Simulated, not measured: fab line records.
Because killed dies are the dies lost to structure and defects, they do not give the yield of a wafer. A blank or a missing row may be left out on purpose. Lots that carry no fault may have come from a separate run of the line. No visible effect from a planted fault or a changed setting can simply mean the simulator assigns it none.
fab line records | flow nandHarc
record: lots: 11 wafers: 33 lastDay: 24
route steps=1159 shown P_M2@336 P_BONDPAD@361 END@1159
lots with no fault: from the same line, run without faults
startH: start of the lot's first displayed wafer, in hours after the record's first day | waitH: hours from the lot's prior step to this one | " as in the row above | L1.1+2: a single row standing in for several wafers | - no value, or no start given | * or withheld: withheld | < > ~ a bound
route shown NAME@n: a module of which the file shows steps, and the number in the route of the first | usual: the fault-free wafers' mean and standard deviation | same: alike in all rows | chamber/n: place in a boat | sites: the reading at each site | _std_site: the standard deviation of these | _edge_site: outer sites' mean less inner sites' | radiusMm: for every site, how far away it sits from the centre of the wafer | mask NAME#n: copy n | behind: tool/chamber where the wafer was last shaped | hold: the reason the lot was held/the length of the hold in hours/how it ended | device: which transistor (n, p or np) failed to switch | end of line: the same wafers' tests at the end of the route | for a step that has no rows: nothing shown but its recipe | killed: dies that structure and defects cost at the first sort, which is not the same as the wafer's yield | map: per-die view of a wafer (x killed, . not killed, _ where there is no die)
set.NAME: the setting that was run; set.NAME@STEP: the one run at that earlier step | model.NAME: the simulator's own value behind a step, which no gauge read
a sample of lots followed through the steps of the route, with each step as a table and each wafer as a row
services: from which hour (startH, from the record's first day; less than 0 if before it) a tool's chamber was out of use, for how many hours, and why
== steps ==
step: NHARC_P_M2_ETCH_28
recipe: targetDepthA: 300 overEtchFrac: 0.3 timeS: 72.99 ionEnergyEv: 150 cf4FlowSccm: 50 n2FlowSccm: 100 arFlowSccm: 150 rfW: 300 biasW: 100 chemistry: CF4/N2
usual: biasW: 100.01/0.3 drypumpMotorCurrentA: 6.00/0.3 oesProductAu: 1.001/0.0066 rfVppV: 314.0/2.1 showerheadPlenumPTorr: 2.61/0.11 throttleValvePct: 19.795/0.0086
columns lot.wafer tool chamber startH waitH biasW drypumpMotorCurrentA oesProductAu rfHoursCounterH rfVppV showerheadPlenumPTorr throttleValvePct
L167.2 rieDiel-04 0 - - 100.42 6.24 0.994 0 312.3 2.46 19.801
L167.4 " 1 " " 99.32 5.69 0.999 0 312.8 2.62 19.794
L167.5 " 0 " " 100.32 6.24 1.006 - 310.6 2.46 19.804
L168.4 rieDiel-03 3 - - 99.89 6.53 0.998 17 313.0 2.61 19.785
L168.3 " 0 " " 100.37 6.01 1.002 17 315.3 2.62 19.791
L168.6 " 1 " " 99.99 5.69 0.996 - 317.6 2.76 19.776
L169.2 rieDiel-04 3 - - 100.01 5.83 1.011 0 317.0 2.79 19.815
L169.4 " 0 " " 99.77 6.25 0.999 1 310.9 2.46 19.790
L169.5 " 3 " " 100.40 5.82 1.005 - 318.0 2.79 19.798
L171.4 rieDiel-04 1 - - 100.04 5.67 0.998 1 315.9 2.62 19.781
L171.3 " 2 " " 100.06 6.23 0.996 1 314.6 2.61 19.793
L171.5 " 0 " " 99.43 6.23 1.001 - 311.7 2.46 19.795
L176.1 rieDiel-03 1 - - 100.11 5.73 0.991 24 316.2 2.76 19.801
L176.3 " 3 " " 99.97 6.53 0.997 25 312.6 2.61 19.787
L176.5 " 1 " " 99.99 5.70 0.985 - 316.5 2.76 19.793
L175.3 rieDiel-04 1 - - 99.97 5.66 0.995 2 313.7 2.62 19.791
L175.4 " 1 " " 99.84 5.64 0.986 - 314.2 2.62 19.801
L175.6 " 0 " " 100.40 6.23 0.998 - 309.4 2.46 19.797
L181.1 rieDiel-04 0 - - 100.23 6.24 1.009 4 311.4 2.46 19.800
L181.4 " 2 " " 100.23 6.23 1.009 4 313.6 2.61 19.788
L181.5 " 1 " " 100.18 5.66 1.005 - 315.1 2.62 19.802
L182.2 rieDiel-04 1 - - 100.10 5.70 0.991 4 313.8 2.62 19.806
L182.1 " 2 " " 100.20 6.21 1.001 4 314.3 2.61 19.782
L182.4 " 3 " " 100.17 5.83 0.997 3 317.7 2.79 19.805
L183.1 rieDiel-04 3 - - 100.07 5.83 0.994 3 316.7 2.79 19.795
L183.2 " 2 " " 99.65 6.20 0.994 4 314.5 2.61 19.801
L183.6 " 0 " " 100.28 6.22 1.006 - 312.3 2.46 19.798
L184.1 rieDiel-04 3 - - 100.00 5.87 0.995 4 316.4 2.79 19.789
L184.2 " 1 " " 99.75 5.65 1.002 4 314.2 2.62 19.803
L184.5 " 0 " " 100.69 6.23 1.002 - 311.7 2.46 19.781
L187.1 rieDiel-03 0 - - 99.87 5.97 1.004 4 313.0 2.61 19.792
L187.6 " 3 " " 99.95 6.57 1.010 - 312.8 2.60 19.807
L187.5 " 0 " " 100.17 5.96 1.009 - 314.1 2.61 19.800
step: NHARC_P_M2_PRE_CLEAN_30
recipe: timeS: 30 tempC: 280 gas: H2/He
usual: heaterPowerW: 421/28
columns lot.wafer tool chamber startH waitH heaterPowerW
L167.4 pvdSputter-01 - - - 431
L167.2 " - " " 426
L167.5 " - " " 424
L168.4 pvdSputter-02 - - - 443
L168.3 " - " " 396
L168.6 " - " " 437
L169.4 pvdSputter-03 - - - 455
L169.2 " - " " 424
L169.5 " - " " 409
L171.3 pvdSputter-03 - - - 434
L171.4 " - " " 471
L171.5 " - " " 430
L176.3 pvdSputter-01 - - - 369
L176.1 " - " " 410
L176.5 " - " " 410
L175.4 pvdSputter-02 - - - 461
L175.3 " - " " 433
L175.6 " - " " 384
L181.1 pvdSputter-03 - - - 404
L181.4 " - " " 461
L181.5 " - " " 396
L182.1 pvdSputter-01 - - - 411
L182.2 " - " " 434
L182.4 " - " " 370
L183.2 pvdSputter-01 - - - 422
L183.1 " - " " 409
L183.6 " - " " 413
L184.2 pvdSputter-02 - - - 414
L184.1 " - " " 446
L184.5 " - " " 427
L187.1 pvdSputter-02 - - - 443
L187.5 " - " " 433
L187.6 " - " " 457
step: NHARC_P_M2_DEP_33
recipe: targetThkA: 300 tempC: 370 targetThkNm: 30 pressureTorr: 3 flowSccm: 200 rfW: 450 material: SiCN
usual: heaterPowerW: 576/76
columns lot.wafer tool chamber startH waitH heaterPowerW sinceWetCleanH
L167.2 pecvd-03 0 128.65 0.1 618 5
L167.5 " 0 " " 619 -
L167.4 " 2 " " 608 -
L168.3 pecvd-04 1 138.28 0.1 549 111
L168.4 " 1 " " 553 -
L168.6 " 0 " " 430 -
L169.2 pecvd-02 0 143.19 0.1 574 158
L169.5 " 1 " " 610 -
L169.4 " 2 " " 638 -
L171.3 pecvd-04 1 145.07 0.1 528 118
L171.4 " 1 " " 531 -
L171.5 " 0 " " 385 -
L176.3 pecvd-04 2 186.08 0.1 554 159
L176.1 " 1 " " 553 159
L176.5 " 1 " " 566 -
L175.3 pecvd-03 1 186.63 0.2 604 -
L175.4 " 2 " " 619 -
L175.6 " 2 " " 611 -
L181.1 pecvd-02 2 216.74 0.1 714 51
L181.4 " 1 " " 580 -
L181.5 " 0 " " 584 -
L182.1 pecvd-03 1 229.24 0.1 633 105
L182.2 " 0 " " 650 105
L182.4 " 1 " " 636 -
L183.1 pecvd-02 1 230.39 0.1 500 64
L183.2 " 2 " " 686 64
L183.6 " 1 " " 519 -
L184.2 pecvd-04 0 239.02 0.1 509 31
L184.1 " 1 " " 432 31
L184.5 " 0 " " 392 -
L187.1 pecvd-03 2 249.69 0.1 615 126
L187.5 " 0 " " 660 -
L187.6 " 1 " " 599 -
step: NHARC_P_BONDPAD_EXPOSE_06
recipe: na: 0.55 doseMj: 37.06 maskId: P_BPAD
usual: exposureDoseMJCm2: 37.05/0.033 reticleTempC: 22.96/0.11
columns lot.wafer tool chamber startH waitH mask exposureDoseMJCm2 reticleTempC
L167.2 krfScanner-02 0 130.15 - P_BPAD#0 37.09 23.03
L167.4 " 0 " " P_BPAD#0 37.04 22.92
L167.5 " 0 " " P_BPAD#0 37.11 22.89
L168.3 krfScanner-03 0 139.78 - P_BPAD#0 37.05 22.92
L168.4 " 0 " " P_BPAD#0 37.04 23.14
L168.6 " 0 " " P_BPAD#0 37.00 22.99
L169.2 krfScanner-03 0 144.50 - P_BPAD#0 37.06 22.84
L169.4 " 0 " " P_BPAD#0 37.03 22.93
L169.5 " 0 " " P_BPAD#0 37.04 23.08
L171.3 krfScanner-02 0 146.59 - P_BPAD#0 37.04 22.82
L171.4 " 0 " " P_BPAD#0 37.07 22.80
L171.5 " 0 " " P_BPAD#0 37.02 22.94
L176.1 krfScanner-03 0 187.43 - P_BPAD#0 37.07 23.19
L176.3 " 0 " " P_BPAD#0 37.08 23.12
L176.5 " 0 " " P_BPAD#0 37.13 23.10
L175.3 krfScanner-01 0 188.13 - P_BPAD#0 37.05 22.99
L175.4 " 0 " " P_BPAD#0 37.03 22.81
L175.6 " 0 " " P_BPAD#0 37.07 22.92
L181.1 krfScanner-03 0 218.07 - P_BPAD#0 37.04 22.97
L181.4 " 0 " " P_BPAD#0 37.04 22.87
L181.5 " 0 " " P_BPAD#0 37.03 22.92
L182.1 krfScanner-03 0 230.86 - P_BPAD#0 53.61 22.88
L182.2 " 0 " " P_BPAD#0 53.65 22.98
L182.4 " 0 " " P_BPAD#0 53.64 22.72
L183.1 krfScanner-01 0 231.80 - P_BPAD#0 37.03 23.14
L183.2 " 0 " " P_BPAD#0 37.09 23.02
L183.6 " 0 " " P_BPAD#0 37.01 22.93
L184.1 krfScanner-02 0 240.39 - P_BPAD#0 37.06 22.88
L184.2 " 0 " " P_BPAD#0 37.03 23.15
L184.5 " 0 " " P_BPAD#0 37.03 22.88
L187.1 krfScanner-03 0 251.21 - P_BPAD#0 50.36 22.96
L187.5 " 0 " " P_BPAD#0 50.34 22.99
L187.6 " 0 " " P_BPAD#0 50.34 23.07
step: NHARC_P_BONDPAD_CD_MEAS_09
recipe: targetCdNm: 500 landingEnergyEv: 500
usual: cdNm: 499.5/1.2
columns lot.wafer tool chamber startH waitH hold cdNm
L167.2 cdSem-01 0 130.30 - - 498.8
L167.4 " 0 " " - 497.9
L167.5 " 0 " " - 497.1
L168.3 cdSem-01 0 139.92 - - 499.4
L168.4 " 0 " " - 500.6
L168.6 " 0 " " - 501.7
L169.2 cdSem-02 0 144.65 - - 499.6
L169.4 " 0 " " - 497.8
L169.5 " 0 " " - 499.5
L171.3 cdSem-02 0 146.73 - - 501.1
L171.4 " 0 " " - 499.3
L171.5 " 0 " " - 499.1
L176.1 cdSem-03 0 187.58 - - 499.8
L176.3 " 0 " " - 499.9
L176.5 " 0 " " - 500.6
L175.3 cdSem-03 0 188.27 - - 501.2
L175.4 " 0 " " - 499.9
L175.6 " 0 " " - 499.4
L181.1 cdSem-03 0 218.22 - - 501.5
L181.4 " 0 " " - 500.2
L181.5 " 0 " " - 500.2
L182.1 cdSem-02 0 231.02 - awaitDispo/0.2h/release 511.5
L182.2 " 0 " " awaitDispo/0.2h/release 512.2
L182.4 " 0 " " awaitDispo/0.2h/release 513.0
L182.1 cdSem-02 0 - - - 511.2
L182.2 " 0 " " - 512.6
L182.4 " 0 " " - 513.0
L183.1 cdSem-03 0 231.95 - - 498.0
L183.2 " 0 " " - 498.8
L183.6 " 0 " " - 498.9
L184.1 cdSem-01 0 240.54 - - 498.4
L184.2 " 0 " " - 499.3
L184.5 " 0 " " - 499.2
L187.1 cdSem-01 0 251.37 - awaitDispo/0.2h/release 511.3
L187.5 " 0 " " awaitDispo/0.2h/release 509.5
L187.6 " 0 " " awaitDispo/0.2h/release 512.0
L187.1 cdSem-01 0 - - - 511.5
L187.5 " 0 " " - 509.4
L187.6 " 0 " " - 511.7
step: NHARC_END_SORT_01
recipe: tempC: 25
usual: defectLimitedYield: 95.4/1.6 killedAtArray: 27/11 killedAtOther: 0.8/1.4 killedAtPeriphery: 3.3/2 killedDies: 31/11 killedOpen: 3.4/1.8 killedShort: 2.1/1.3 sort_bin_2_pct: 1.4/0.7 sort_bin_3_pct: 0.24/0.21 sort_bin_4_pct: 2.9/1 sortNPass: 646/11 sortRimYieldPct: 95.4/2.8 sortYieldPct: 95.4/1.6
same: grossDies: 677 sort_bin_5_pct[%]: 0 sort_bin_6_pct[%]: 0 sort_bin_7_pct[%]: 0 sort_bin_8_pct[%]: 0 sortRimNGross: 106.00
columns lot.wafer tool chamber startH waitH defectLimitedYield[%] killedAtArray killedAtOther killedAtPeriphery killedDies killedOpen killedShort sort_bin_2_pct[%] sort_bin_3_pct[%] sort_bin_4_pct[%] sortNPass sortRimYieldPct[%] sortYieldPct[%]
L167.2 prober-01 0 454.37 2.8 96.2 20 0 6 26 4 3 1.9 0.15 1.8 651 94.3 96.2
L167.4 prober-01 0 455.97 3.4 95.7 27 0 2 29 3 2 1.2 0.15 3.0 648 97.2 95.7
L167.5 prober-01 0 456.78 3.7 95.6 28 0 2 30 3 1 1.0 0.30 3.1 647 93.4 95.6
L168.3 prober-01 0 462.97 3.1 95.4 28 1 2 31 2 5 1.6 0.15 2.8 646 94.3 95.4
L168.4 prober-01 0 463.76 3.4 95.1 29 1 3 33 4 2 1.6 0.15 3.1 644 96.2 95.1
L168.6 prober-01 0 465.35 4.0 96.0 24 2 1 27 4 1 1.2 0.30 2.5 650 97.2 96.0
L169.2 prober-02 0 463.36 2.8 96.3 24 1 0 25 3 1 1.3 0.15 2.2 652 96.2 96.3
L169.4 prober-02 0 464.96 3.4 95.6 25 0 5 30 3 3 1.2 0.15 3.1 647 97.2 95.6
L169.5 prober-02 0 465.76 3.7 96.5 20 1 3 24 3 1 1.6 0.30 1.6 653 95.3 96.5
L171.3 prober-01 0 470.73 3.1 95.6 24 1 5 30 3 2 1.2 0 3.2 647 97.2 95.6
L171.4 prober-01 0 471.52 3.4 97.3 15 0 3 18 3 1 0.6 0.15 1.9 659 99.1 97.3
L171.5 prober-01 0 472.31 3.7 96.2 18 2 6 26 3 3 1.3 0.15 2.4 651 97.2 96.2
L176.1 prober-01 0 496.81 2.5 91.7 55 0 1 56 3 2 3.0 0.89 4.4 621 96.2 91.7
L176.3 prober-01 0 498.41 3.1 94.8 33 1 1 35 1 2 1.6 0.30 3.2 642 96.2 94.8
L176.5 prober-01 0 500.01 3.7 94.8 32 0 3 35 4 2 2.4 0.30 2.5 642 95.3 94.8
L175.3 prober-02 0 498.42 3.1 97.2 15 0 4 19 1 4 1.2 0.30 1.3 658 96.2 97.2
L175.4 prober-02 0 499.21 3.4 97.9 10 1 3 14 4 2 0.4 0 1.6 663 98.1 97.9
L175.6 prober-02 0 500.79 4.0 97.0 15 0 5 20 2 2 1.0 0 1.9 657 94.3 97.0
L181.1 prober-01 0 515.94 2.5 95.0 32 0 2 34 2 0 1.9 0.74 2.4 643 93.4 95.0
L181.4 prober-01 0 518.38 3.5 93.2 44 0 2 46 4 4 2.4 0.30 4.1 631 95.3 93.2
L181.5 prober-01 0 519.19 3.8 93.2 45 1 0 46 1 2 2.4 0.30 4.1 631 97.2 93.2
L182.1 prober-02 0 538.28 2.5 93.6 38 2 3 43 3 2 3.0 0.44 3.0 634 85.8 93.6
L182.2 prober-02 0 539.09 2.8 94.4 34 1 3 38 2 4 1.3 0.44 3.8 639 95.3 94.4
L182.4 prober-02 0 540.71 3.4 93.8 32 4 6 42 4 0 2.4 0 3.8 635 92.5 93.8
L183.1 prober-01 0 538.35 2.5 97.8 11 0 4 15 3 1 0.7 0.30 1.2 662 97.2 97.8
L183.2 prober-01 0 539.15 2.8 97.8 9 0 6 15 1 1 0.9 0 1.3 662 96.2 97.8
L183.6 prober-01 0 542.34 4.0 96.0 19 0 8 27 5 1 0.6 0.30 3.1 650 98.1 96.0
L184.1 prober-01 0 547.44 2.5 97.3 14 1 3 18 4 2 0.7 0 1.9 659 96.2 97.3
L184.2 prober-01 0 548.25 2.8 97.2 15 1 3 19 2 1 0.6 0 2.2 658 95.3 97.2
L184.5 prober-01 0 550.67 3.7 97.0 19 0 1 20 3 1 1.2 0 1.8 657 96.2 97.0
L187.1 prober-01 0 560.19 2.6 93.8 39 0 3 42 1 1 2.5 0.44 3.2 635 95.3 93.8
L187.5 prober-01 0 563.38 3.7 93.5 40 1 3 44 2 3 1.8 0.15 4.6 633 89.6 93.5
L187.6 prober-01 0 564.17 4.0 93.4 42 0 3 45 3 0 2.2 0.30 4.1 632 98.1 93.4
killed by level:class
L167.2 A_CHANNEL_HOLE_D1:chamberFilmFlake=12 A_SLIT:chamberFilmFlake=4 P_M2:chamberFilmFlake=2 P_GATE:geometricParticle:short=1 P_GATE:geometricParticle:open=1 P_CONTACT:geometricParticle:open=1 P_M1:geometricParticle:open=1 A_ONON_D1:geometricParticle:short=1
L167.4 A_CHANNEL_HOLE_D1:chamberFilmFlake=11 A_STAIRCASE:chamberFilmFlake=4 A_SLIT:chamberFilmFlake=4 A_CONTACT:chamberFilmFlake=3 P_M2:chamberFilmFlake=2 A_CHANNEL_FILL_D1:geometricParticle:open=1 A_STAIRCASE:geometricParticle:short=1 A_SGD_CUT:geometricParticle:open=1
L167.5 A_CHANNEL_HOLE_D1:chamberFilmFlake=11 A_STAIRCASE:chamberFilmFlake=6 A_SLIT:chamberFilmFlake=6 P_M0:geometricParticle:open=1 A_ONON_D1:geometricParticle:open=1 A_CHANNEL_FILL_D1:geometricParticle:short=1 A_M0:geometricParticle:open=1 P_STI:chamberFilmFlake=1
L168.3 A_CHANNEL_HOLE_D1:chamberFilmFlake=15 A_ZERO_WELL:chamberFilmFlake=2 A_STAIRCASE:chamberFilmFlake=2 A_WL_FILL:chamberFilmFlake=2 P_M1:geometricParticle:open=1 P_M1:geometricParticle:short=1 A_SOURCE_PLATE:geometricParticle:short=1 A_SOURCE_PLATE:geometricParticle:open=1
L169.2 A_CHANNEL_HOLE_D1:chamberFilmFlake=10 A_STAIRCASE:chamberFilmFlake=6 A_CONTACT:geometricParticle:open=2 A_ZERO_WELL:chamberFilmFlake=2 A_CHANNEL_FILL_D1:geometricParticle:open=1 A_WL_FILL:geometricParticle:short=1 A_SLIT:chamberFilmFlake=1 A_CONTACT:chamberFilmFlake=1
L168.4 A_CHANNEL_HOLE_D1:chamberFilmFlake=15 A_STAIRCASE:chamberFilmFlake=3 A_ZERO_WELL:chamberFilmFlake=2 A_WL_FILL:chamberFilmFlake=2 A_CONTACT:chamberFilmFlake=2 P_M1:geometricParticle:open=1 P_M2:geometricParticle:open=1 A_CHANNEL_HOLE_D1:geometricParticle:short=1
L169.4 A_CHANNEL_HOLE_D1:chamberFilmFlake=11 A_STAIRCASE:chamberFilmFlake=5 P_STI:chamberFilmFlake=2 P_GATE:chamberFilmFlake=2 A_ONON_D1:geometricParticle:open=1 A_CHANNEL_FILL_D1:geometricParticle:short=1 A_WL_FILL:geometricParticle:short=1 A_CONTACT:geometricParticle:open=1
L168.6 A_CHANNEL_HOLE_D1:chamberFilmFlake=12 A_STAIRCASE:chamberFilmFlake=3 A_ONON_D1:geometricParticle:open=2 A_SLIT:chamberFilmFlake=2 A_WL_FILL:chamberFilmFlake=2 THIN_TSV:chamberFilmFlake=2 A_CHANNEL_HOLE_D1:geometricParticle:open=1 A_CONTACT:geometricParticle:short=1
L169.5 A_CHANNEL_HOLE_D1:chamberFilmFlake=11 A_STAIRCASE:chamberFilmFlake=4 A_ZERO_WELL:chamberFilmFlake=2 P_CONTACT:geometricParticle:short=1 P_M1:geometricParticle:open=1 A_CHANNEL_FILL_D1:geometricParticle:open=1 A_SGD_CUT:geometricParticle:open=1 P_ZERO_WELL:chamberFilmFlake=1
L171.3 A_CONTACT:chamberFilmFlake=8 A_CHANNEL_FILL_D1:chamberFilmFlake=4 P_GATE:chamberFilmFlake=3 A_CHANNEL_HOLE_D1:chamberFilmFlake=3 P_STI:chamberFilmFlake=2 A_WL_FILL:chamberFilmFlake=2 A_WL_FILL:geometricParticle:open=1 A_CONTACT:geometricParticle:short=1
L171.4 A_CHANNEL_HOLE_D1:chamberFilmFlake=3 A_CONTACT:chamberFilmFlake=3 A_CHANNEL_FILL_D1:geometricParticle:open=2 A_CHANNEL_FILL_D1:chamberFilmFlake=2 A_BLC:chamberFilmFlake=2 A_ONON_D1:geometricParticle:short=1 A_CONTACT:geometricParticle:open=1 P_STI:chamberFilmFlake=1
L171.5 P_GATE:chamberFilmFlake=3 A_CHANNEL_HOLE_D1:chamberFilmFlake=3 A_CONTACT:chamberFilmFlake=3 A_BLC:chamberFilmFlake=2 A_STAIRCASE:chamberFilmFlake=2 A_WL_FILL:chamberFilmFlake=2 THIN_TSV:chamberFilmFlake=2 P_STI:geometricParticle:short=1
L176.1 A_CHANNEL_HOLE_D1:chamberFilmFlake=21 A_SLIT:chamberFilmFlake=15 A_WL_FILL:chamberFilmFlake=6 A_STAIRCASE:chamberFilmFlake=5 A_CHANNEL_FILL_D1:chamberFilmFlake=3 P_STI:geometricParticle:open=1 A_CHANNEL_FILL_D1:geometricParticle:short=1 A_SGD_CUT:geometricParticle:open=1
L176.3 A_SLIT:chamberFilmFlake=14 A_CHANNEL_HOLE_D1:chamberFilmFlake=8 A_STAIRCASE:chamberFilmFlake=6 A_WL_FILL:chamberFilmFlake=2 P_STI:geometricParticle:short=1 A_SGD_CUT:geometricParticle:short=1 STARTING-WAFER:geometricParticle:open=1 A_CHANNEL_FILL_D1:chamberFilmFlake=1
L175.3 A_CHANNEL_HOLE_D1:chamberFilmFlake=4 A_STAIRCASE:chamberFilmFlake=4 A_CONTACT:chamberFilmFlake=3 P_GATE:chamberFilmFlake=2 P_M0:geometricParticle:short=1 A_CHANNEL_FILL_D1:geometricParticle:short=1 A_SGD_CUT:geometricParticle:short=1 A_WL_FILL:geometricParticle:short=1
L175.4 A_CONTACT:chamberFilmFlake=3 P_GATE:chamberFilmFlake=2 A_CHANNEL_HOLE_D1:chamberFilmFlake=2 P_GATE:geometricParticle:short=1 A_ONON_D1:geometricParticle:open=1 A_CHANNEL_HOLE_D1:geometricParticle:open=1 A_WL_FILL:geometricParticle:open=1 A_CONTACT:geometricParticle:open=1
L176.5 A_SLIT:chamberFilmFlake=13 A_CHANNEL_HOLE_D1:chamberFilmFlake=8 A_STAIRCASE:chamberFilmFlake=4 A_CHANNEL_FILL_D1:chamberFilmFlake=2 P_STI:geometricParticle:short=1 P_GATE:geometricParticle:short=1 P_M0:geometricParticle:open=1 A_SOURCE_PLATE:geometricParticle:open=1
L175.6 A_CONTACT:chamberFilmFlake=5 A_STAIRCASE:chamberFilmFlake=4 A_CHANNEL_HOLE_D1:chamberFilmFlake=3 P_GATE:geometricParticle:short=1 P_CONTACT:geometricParticle:short=1 P_M2:geometricParticle:open=1 P_GATE:chamberFilmFlake=1 A_M1:geometricParticle:open=1
L181.1 A_CHANNEL_HOLE_D1:chamberFilmFlake=19 A_SLIT:chamberFilmFlake=6 A_CONTACT:chamberFilmFlake=3 P_M0:geometricParticle:open=2 A_BONDPAD:chamberFilmFlake=2 A_STAIRCASE:chamberFilmFlake=1 A_WL_FILL:chamberFilmFlake=1
L181.4 A_CHANNEL_HOLE_D1:chamberFilmFlake=20 A_SLIT:chamberFilmFlake=12 A_CONTACT:chamberFilmFlake=5 A_ONON_D1:geometricParticle:open=2 A_ONON_D1:geometricParticle:short=2 P_GATE:geometricParticle:open=1 P_M0:geometricParticle:short=1 A_CHANNEL_FILL_D1:geometricParticle:open=1
L181.5 A_CHANNEL_HOLE_D1:chamberFilmFlake=21 A_SLIT:chamberFilmFlake=15 A_CONTACT:chamberFilmFlake=4 A_SGD_CUT:geometricParticle:short=1 A_CONTACT:geometricParticle:open=1 A_M1:geometricParticle:short=1 A_CHANNEL_FILL_D1:chamberFilmFlake=1 A_BONDPAD:chamberFilmFlake=1
L182.1 A_CHANNEL_HOLE_D1:chamberFilmFlake=20 A_SLIT:chamberFilmFlake=10 A_STAIRCASE:chamberFilmFlake=5 P_GATE:chamberFilmFlake=2 P_CONTACT:geometricParticle:open=1 A_CHANNEL_HOLE_D1:geometricParticle:open=1 A_SGD_CUT:geometricParticle:short=1 A_M0:geometricParticle:open=1
L183.1 A_CONTACT:chamberFilmFlake=5 A_CHANNEL_HOLE_D1:chamberFilmFlake=4 P_ZERO_WELL:chamberFilmFlake=2 P_GATE:geometricParticle:short=1 P_M0:geometricParticle:open=1 A_CHANNEL_FILL_D1:geometricParticle:open=1 A_M0:geometricParticle:open=1
L182.2 A_CHANNEL_HOLE_D1:chamberFilmFlake=15 A_SLIT:chamberFilmFlake=11 P_GATE:chamberFilmFlake=3 A_WL_FILL:geometricParticle:short=2 A_CHANNEL_FILL_D1:geometricParticle:short=1 A_CONTACT:geometricParticle:short=1 A_CONTACT:geometricParticle:open=1 A_BLC:geometricParticle:open=1
L183.2 P_ZERO_WELL:chamberFilmFlake=4 A_CHANNEL_HOLE_D1:chamberFilmFlake=3 A_STAIRCASE:chamberFilmFlake=3 A_CHANNEL_HOLE_D1:geometricParticle:short=1 A_CHANNEL_FILL_D1:geometricParticle:open=1 P_GATE:chamberFilmFlake=1 P_CONTACT:chamberFilmFlake=1 A_CONTACT:chamberFilmFlake=1
L182.4 A_SLIT:chamberFilmFlake=17 A_CHANNEL_HOLE_D1:chamberFilmFlake=12 THIN_TSV:chamberFilmFlake=4 P_CONTACT:geometricParticle:open=2 P_GATE:chamberFilmFlake=2 P_STI:geometricParticle:open=1 A_M0:geometricParticle:open=1 P_STI:chamberFilmFlake=1
L183.6 A_CHANNEL_HOLE_D1:chamberFilmFlake=6 A_CONTACT:chamberFilmFlake=6 P_ZERO_WELL:chamberFilmFlake=3 A_CONTACT:geometricParticle:open=2 A_STAIRCASE:chamberFilmFlake=2 P_M0:geometricParticle:open=1 P_M1:geometricParticle:open=1 A_ONON_D1:geometricParticle:open=1
L184.1 A_WL_FILL:chamberFilmFlake=3 A_CONTACT:chamberFilmFlake=3 P_GATE:chamberFilmFlake=2 A_ONON_D1:geometricParticle:short=1 A_CHANNEL_FILL_D1:geometricParticle:short=1 A_SGD_CUT:geometricParticle:open=1 A_WL_FILL:geometricParticle:open=1 A_M0:geometricParticle:open=1
L184.2 A_CHANNEL_HOLE_D1:chamberFilmFlake=6 A_STAIRCASE:chamberFilmFlake=3 A_CONTACT:chamberFilmFlake=3 P_GATE:chamberFilmFlake=2 P_M0:geometricParticle:open=1 A_CHANNEL_FILL_D1:geometricParticle:short=1 A_BLC:geometricParticle:open=1 A_M0:chamberFilmFlake=1
L184.5 A_CHANNEL_HOLE_D1:chamberFilmFlake=7 A_STAIRCASE:chamberFilmFlake=5 A_CONTACT:chamberFilmFlake=2 A_ONON_D1:geometricParticle:open=1 A_ONON_D1:geometricParticle:short=1 A_BLC:geometricParticle:open=1 A_M0:geometricParticle:open=1 P_GATE:chamberFilmFlake=1
L187.1 A_CHANNEL_HOLE_D1:chamberFilmFlake=16 A_SLIT:chamberFilmFlake=11 A_STAIRCASE:chamberFilmFlake=6 P_GATE:chamberFilmFlake=3 A_WL_FILL:chamberFilmFlake=2 A_CONTACT:chamberFilmFlake=2 A_CHANNEL_HOLE_D1:geometricParticle:short=1 A_SGD_CUT:geometricParticle:open=1
L187.5 A_CHANNEL_HOLE_D1:chamberFilmFlake=16 A_SLIT:chamberFilmFlake=14 A_STAIRCASE:chamberFilmFlake=3 A_CONTACT:chamberFilmFlake=2 P_CONTACT:geometricParticle:short=1 A_CHANNEL_FILL_D1:geometricParticle:short=1 A_CONTACT:geometricParticle:open=1 A_M0:geometricParticle:short=1
L187.6 A_CHANNEL_HOLE_D1:chamberFilmFlake=20 A_SLIT:chamberFilmFlake=14 A_STAIRCASE:chamberFilmFlake=5 A_CONTACT:geometricParticle:open=3 P_GATE:chamberFilmFlake=2 P_ZERO_WELL:chamberFilmFlake=1
== services ==
columns tool chamber startH hours kind
krfScanner-02 - 105.78 9.3 repair
rieDiel-04 3 109.41 4.2 repair
pecvd-03 - 111.00 13.0 pm
rieDiel-04 - 111.90 9.0 pm
pecvd-02 1 114.90 4.8 repair
pvdSputter-01 - 122.65 1.6 repair
pvdSputter-03 - 127.02 8.8 repair
rieDiel-04 - 132.18 0.6 repair
krfScanner-02 - 139.46 0.8 repair
pvdSputter-01 - 150.90 3.5 repair
pecvd-02 - 153.00 13.0 pm
pvdSputter-01 - 158.00 10.0 pm
krfScanner-03 - 168.00 4.0 pm
pvdSputter-02 - 170.59 4.0 repair
pvdSputter-01 - 174.45 6.7 repair
pecvd-03 0 183.31 11.8 repair
rieDiel-04 3 183.92 15.8 repair
rieDiel-04 1 186.55 5.8 repair
pecvd-04 - 195.13 13.0 pm
krfScanner-03 - 201.92 2.1 repair
pvdSputter-02 - 209.49 1.5 repair
pvdSputter-02 - 214.00 10.0 pm
pecvd-04 - 218.13 2.0 repair
pecvd-03 2 223.25 12.0 repair
== key ==
firstSign: step: NHARC_P_BONDPAD_EXPOSE_06 reading: exposureDoseMJCm2 direction: up sigmas: 99+ usual: 37.05 struck: 51.99
effect: step: NHARC_P_BONDPAD_CD_MEAS_09 reading: visit direction: added through: controlLoop
effect: step: NHARC_P_BONDPAD_CD_MEAS_09 reading: cdNm direction: up sigmas: 10 usual: 499.5 struck: 511.6 through: controlLoop
metAt NHARC_P_BONDPAD_EXPOSE_06
struckLots L182,L187
loopTrim: step: NHARC_P_BONDPAD_EXPOSE_06 setting: dose lots: L187
notActingAt NHARC_P_M2_ETCH_28,NHARC_P_M2_PRE_CLEAN_30,NHARC_P_M2_DEP_33
onsetBetween 218.07 230.86
fault: kind: processParameterDrift tool: krfScanner-03 chamber: - onsetH: 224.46 steps: NHARC_P_BONDPAD_EXPOSE_06 channel: doseMj offset: 16.607 shape: step actsIn: theseRecipesOnly stated: 37.06
loopTrim: a control loop set the setting to another value than it would have without faults
